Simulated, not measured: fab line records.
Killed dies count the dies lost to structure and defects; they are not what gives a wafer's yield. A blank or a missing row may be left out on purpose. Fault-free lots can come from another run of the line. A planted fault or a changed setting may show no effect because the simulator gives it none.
Chamber matching ; flow nand_harc ; rie_diel-02 running NHARC_P_M1_STRIP_18: 4 sister chambers
The step strips in N2/H2. 18 wafers are shown with their chamber, then 9 later ones without.

== WAFERS PAIRED WITH THEIR CHAMBERS ==
wafer;chamber;drypump_motor_current_A (A);rf_vpp_V (V);oes_product_au (a.u.)
L078.1;1;6.2;90.6;1.002
L078.3;2;4.8;89.5;0.996
L078.6;0;5.7;91.4;0.993
L081.2;1;6.2;91.3;0.999
L081.3;3;5.1;89.3;1.005
L081.6;1;6.2;91.1;0.996
L080.4;2;4.7;90.3;0.993
L080.5;1;6.2;90.9;0.993
L080.6;2;4.8;89.8;0.987
L083.2;1;6.2;91.3;0.988
L083.3;2;4.7;89.6;0.992
L083.5;1;6.3;91.2;1.002
L084.2;2;4.8;90.7;0.999
L084.4;0;5.7;90.9;0.997
L084.5;0;5.7;91.2;0.992
L087.1;0;5.7;91.8;0.985
L087.2;2;4.8;91.1;0.987
L087.6;1;6.2;92.1;0.982

SIGNATURES (means of the wafers above)
reading;chamber 0;chamber 1;chamber 2;chamber 3;scatter within a chamber
drypump_motor_current_A;5.700;6.214;4.767;5.100;0.0396
rf_vpp_V;91.325;91.214;90.167;89.300;0.52
oes_product_au;0.99175;0.99457;0.99233;1.00500;0.00613
Rule: distance of a wafer from a chamber = root of the sum over the readings of ((wafer's reading minus chamber's mean) / reading's scatter) squared. The wafer belongs to the nearest chamber; if the next one is less than 2 further off, it can't be placed. The scatter: the root of (the sum of the squares of (reading less its chamber's mean) over the shown wafers, divided by (wafers less chambers)).

== WAFERS WHOSE CHAMBER IS MISSING ==
wafer;drypump_motor_current_A (A);rf_vpp_V (V);oes_product_au (a.u.)
L088.1;6.2;90.7;0.998
L088.2;5.7;92.1;0.999
L088.4;5.1;90.1;1.021
L089.2;4.8;90.8;0.993
L089.4;5.0;90.5;1.009
L089.5;5.7;91.9;1.006
L095.2;5.0;91.4;1.004
L095.4;5.7;92.1;0.998
L095.5;6.2;90.2;0.985

== WHICH CHAMBER EACH WENT THROUGH ==
wafer;from the rows above;in truth
L088.1;1;1
L088.2;0;0
L088.4;3;3
L089.2;2;2
L089.4;3;3
L089.5;0;0
L095.2;can't be placed: 3 or 2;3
L095.4;0;0
L095.5;1;1
8 of 9 placed correctly. Cannot be placed on the basis of these rows: 1; the candidates contain the true chamber in 1. Wrongly placed: 0.
